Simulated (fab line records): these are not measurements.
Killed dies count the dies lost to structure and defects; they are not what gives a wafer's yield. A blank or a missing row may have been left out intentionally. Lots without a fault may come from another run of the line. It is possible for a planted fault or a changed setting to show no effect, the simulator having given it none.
Which tool is to blame?    flow n5_finfet    Sampling: 23 lots, 69 wafers, 3 of 1938 route steps

== WHAT THE GAUGES READ, wafer by wafer ==
N5_SDB_INSPECT_13: inspects for defects (brightfield).
lot   measured     on                 raw_defect_count
L074  day 3 20:11  defect_inspect-01  53 51 48
L075  day 3 23:54  defect_inspect-02  44 96 57
L076  day 4 07:35  defect_inspect-02  92 133 177
L077  day 4 13:39  defect_inspect-02  118 138 98
L078  day 4 16:29  defect_inspect-01  77 29 45
L080  day 5 08:11  defect_inspect-01  38 83 54
L081  day 5 13:55  defect_inspect-01  44 47 95
L082  day 5 21:16  defect_inspect-02  93 109 86
L083  day 6 02:19  defect_inspect-01  24 47 109
L084  day 6 10:05  defect_inspect-02  60 34 20
L085  day 6 14:20  defect_inspect-01  34 42 41
L086  day 6 16:31  defect_inspect-02  103 58 40
L087  day 7 02:08  defect_inspect-02  35 54 53
L088  day 7 08:07  defect_inspect-01  53 65 80
L089  day 7 14:09  defect_inspect-02  103 51 31
L090  day 7 19:59  defect_inspect-02  64 58 74
L091  day 7 22:36  defect_inspect-01  79 47 52
L092  day 8 06:01  defect_inspect-02  39 74 59
L093  day 8 11:47  defect_inspect-02  36 35 71
L094  day 8 19:15  defect_inspect-02  64 31 98
L095  day 8 23:31  defect_inspect-02  51 89 100
L096  day 9 06:26  defect_inspect-02  43 28 48
L097  day 9 14:40  defect_inspect-01  44 42 116

== WHICH TOOL RAN EACH LOT (tool, then ch and the chambers of the sampled wafers, then the start) ==
lot   N5_ILD0_CMP_03                N5_SDB_HM_DEP_00
L074  cmp-04 ch 2,3, day 3 15:47    pecvd-02 ch 0,1,2, day 3 19:41
L075  cmp-01 ch 0,3, day 3 19:28    pecvd-01 ch 1,2, day 3 23:23
L076  cmp-01 ch 0,1, day 4 03:11    pecvd-02 ch 0,1, day 4 07:04
L077  cmp-04 ch 2,3, day 4 09:14    pecvd-01 ch 0,1,2, day 4 13:08
L078  cmp-01 ch 1,2,3, day 4 12:07  pecvd-01 ch 0,1,2, day 4 15:58
L080  cmp-01 ch 0,1,2, day 5 02:04  pecvd-02 ch 1,2, day 5 07:41
L081  cmp-01 ch 1,2, day 5 08:19    pecvd-04 ch 0,1,2, day 5 13:32
L082  cmp-01 ch 0,1, day 5 16:44    pecvd-04 ch 1,2, day 5 20:45
L083  cmp-02 ch 0,1,3, day 5 21:26  pecvd-01 ch 0,1,2, day 6 01:49
L084  cmp-01 ch 0,1,2, day 6 05:35  pecvd-04 ch 0,1, day 6 09:35
L085  cmp-04 ch 1,2, day 6 09:41    pecvd-02 ch 1,2, day 6 13:50
L086  cmp-01 ch 0,1,2, day 6 11:45  pecvd-04 ch 0,1,2, day 6 16:00
L087  cmp-02 ch 0,3, day 6 21:29    pecvd-01 ch 1,2, day 7 01:37
L088  cmp-01 ch 1,2,3, day 7 03:41  pecvd-04 ch 0,1,2, day 7 07:35
L089  cmp-01 ch 1,2,3, day 7 09:42  pecvd-04 ch 0,1, day 7 13:39
L090  cmp-04 ch 0,1, day 7 15:26    pecvd-02 ch 0,1,2, day 7 19:30
L091  cmp-01 ch 0,1,2, day 7 18:12  pecvd-01 ch 0,2, day 7 22:05
L092  cmp-02 ch 0,1,2, day 8 01:41  pecvd-04 ch 0,1,2, day 8 05:32
L093  cmp-04 ch 0,2, day 8 07:29    pecvd-02 ch 0,2, day 8 11:24
L094  cmp-04 ch 0,1,3, day 8 14:39  pecvd-01 ch 0,1,2, day 8 18:44
L095  cmp-02 ch 1,3, day 8 19:04    pecvd-04 ch 0,1,2, day 8 23:01
L096  cmp-01 ch 0,3, day 9 02:02    pecvd-01 ch 0,1,2, day 9 05:56
L097  cmp-02 ch 0,2,3, day 9 10:10  pecvd-01 ch 1,2, day 9 14:09
- N5_ILD0_CMP_03: polishes, stops on SiNx, t overpolish 1.9 s, target thk 197.38 nm.
- N5_SDB_HM_DEP_00: deposits SiNx from SiH4/NH3/N2, target thk 40 nm, time 35.3 s.

== WHAT THE TOOLS THEMSELVES READ (means of the sampled wafers that have a number; where no wafer has one, the mark that the record gives instead) ==
N5_ILD0_CMP_03.
lot   tool    motor_current_A (A)  overpolish_run_s (s)  slurry_filter_dp_kPa (kPa)  time_to_endpoint_s (s)
L074  cmp-04  11.5                 1.900                 13.51                       76
L075  cmp-01  11.8                 1.902                 13.50                       65
L076  cmp-01  11.9                 1.902                 13.52                       67
L077  cmp-04  12.1                 1.910                 13.59                       71
L078  cmp-01  12.5                 1.900                 13.43                       68
L080  cmp-01  12.6                 1.896                 13.53                       70
L081  cmp-01  13.0                 1.900                 13.44                       67
L082  cmp-01  12.0                 1.905                 13.59                       67
L083  cmp-02  12.0                 1.899                 13.42                       75
L084  cmp-01  12.8                 1.897                 13.51                       68
L085  cmp-04  11.0                 1.901                 13.51                       73
L086  cmp-01  12.8                 1.896                 13.44                       70
L087  cmp-02  11.5                 1.906                 13.45                       68
L088  cmp-01  12.5                 1.895                 13.43                       66
L089  cmp-01  12.5                 1.895                 13.44                       72
L090  cmp-04  11.5                 1.904                 13.58                       73
L091  cmp-01  12.6                 1.898                 13.52                       66
L092  cmp-02  12.0                 1.903                 13.46                       74
L093  cmp-04  11.4                 1.908                 13.53                       73
L094  cmp-04  12.4                 1.910                 13.51                       73
L095  cmp-02  11.8                 1.897                 13.49                       77
L096  cmp-01  11.5                 1.893                 13.48                       66
L097  cmp-02  11.9                 1.901                 13.49                       74

N5_SDB_HM_DEP_00.
lot   tool      heater_power_w (W)  showerhead_plenum_p_Torr (Torr)  susceptor_temp_C (C)  throttle_valve_pct (%)
L074  pecvd-02  809                 5.15                             399.93                38.7
L075  pecvd-01  654                 5.07                             400.26                39.1
L076  pecvd-02  732                 5.13                             399.76                39.3
L077  pecvd-01  716                 5.14                             399.93                38.4
L078  pecvd-01  769                 5.14                             399.96                38.4
L080  pecvd-02  900                 5.17                             399.83                38.3
L081  pecvd-04  697                 5.20                             400.08                40.0
L082  pecvd-04  720                 5.15                             399.82                39.9
L083  pecvd-01  769                 5.13                             400.06                38.5
L084  pecvd-04  612                 5.21                             400.13                40.9
L085  pecvd-02  820                 5.16                             400.11                38.7
L086  pecvd-04  688                 5.19                             399.84                40.0
L087  pecvd-01  744                 5.08                             400.16                40.0
L088  pecvd-04  670                 5.19                             400.08                40.0
L089  pecvd-04  600                 5.21                             400.12                41.1
L090  pecvd-02  841                 5.15                             400.10                38.9
L091  pecvd-01  742                 5.13                             400.12                37.7
L092  pecvd-04  640                 5.19                             400.09                40.2
L093  pecvd-02  813                 5.15                             399.91                39.2
L094  pecvd-01  738                 5.13                             400.11                38.4
L095  pecvd-04  687                 5.20                             400.19                40.3
L096  pecvd-01  774                 5.14                             400.15                38.6
L097  pecvd-01  713                 5.08                             400.09                40.0

== THE ANSWER, worked out from the rows above alone ==
Rule: the lots themselves supply what counts as usual. Put in order of their means at a reading, lots are off if they are a third of the lots or fewer, leave a main group of 4 or more, and stand apart from it by a gap of 3 or more times the standard deviation of the main group's means; of several such gaps the widest counts. If all means in a main group match to the digits the tables above print for the reading, that group is not used. A lot without any number at a reading at which 4 lots or more have one is off too. Where the step has rows for the other lots, those lots are counted as sound. After the gauges, taken in route order, come the tools' own readings; for these a lot's mean is taken, as printed above. At the first step where some lot is off, the reading lying furthest off is the one used; lots without a number count as furthest.
Nothing can be told from this: no lot is off at any reading shown.

== WHAT THE SIMULATOR PUT IN ==
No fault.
